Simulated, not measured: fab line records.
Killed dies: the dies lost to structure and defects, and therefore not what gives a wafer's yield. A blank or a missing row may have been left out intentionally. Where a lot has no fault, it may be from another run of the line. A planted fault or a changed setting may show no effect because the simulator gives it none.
Chamber matching    flow n5Finfet    N5_BEOL_M3_ILD_DEP_00 on pecvd-04: 3 sister chambers
The step deposits SiOC from DEMS/O2, target thk 79 nm, time 15.3 s. 6 wafers are shown with their chamber, then 8 later ones without.

EACH WAFER AND ITS CHAMBER
wafer   chamber  throttleValvePct (%)  heaterPowerW (W)
L960.5  1        12.2                  373
L968.4  1        12.4                  367
L969.2  0        12.5                  385
L969.4  0        12.6                  371
L971.3  2        11.5                  487
L971.5  2        11.2                  478

WAFERS WHOSE CHAMBER IS MISSING
wafer   throttleValvePct (%)  heaterPowerW (W)
L970.1  12.3                  419
L970.5  12.1                  427
L970.6  11.6                  483
L972.1  12.2                  374
L972.3  11.7                  456
L972.4  12.3                  318
L979.1  12.4                  436
L979.5  12.3                  443

THE CHAMBER EACH PASSED THROUGH
wafer   from the rows above           in truth
L970.1  can't be placed: 0 or 1       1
L970.5  can't be placed: 0 or 1 or 2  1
L970.6  2                             2
L972.1  can't be placed: 1 or 0       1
L972.3  2                             2
L972.4  can't be placed: 1 or 0       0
L979.1  can't be placed: 0 or 1 or 2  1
L979.5  can't be placed: 2 or 0 or 1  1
Correct placement for 2 of the 8. Not placeable from these rows: 6 (in 6, the candidates include the true chamber). Number placed wrongly: 0.
How it was worked out, from the rows above alone: a wafer's distance from a chamber is the root of the sum, over the readings, of the square of ((its reading less the chamber's mean) divided by the reading's scatter). The wafer belongs to the nearest chamber; if the next one is less than 2 further off, it can't be placed. Each chamber's mean is taken over the wafers shown for it. The scatter: the root of (the sum of the squares of (reading less its chamber's mean) over the shown wafers, divided by (wafers less chambers)).
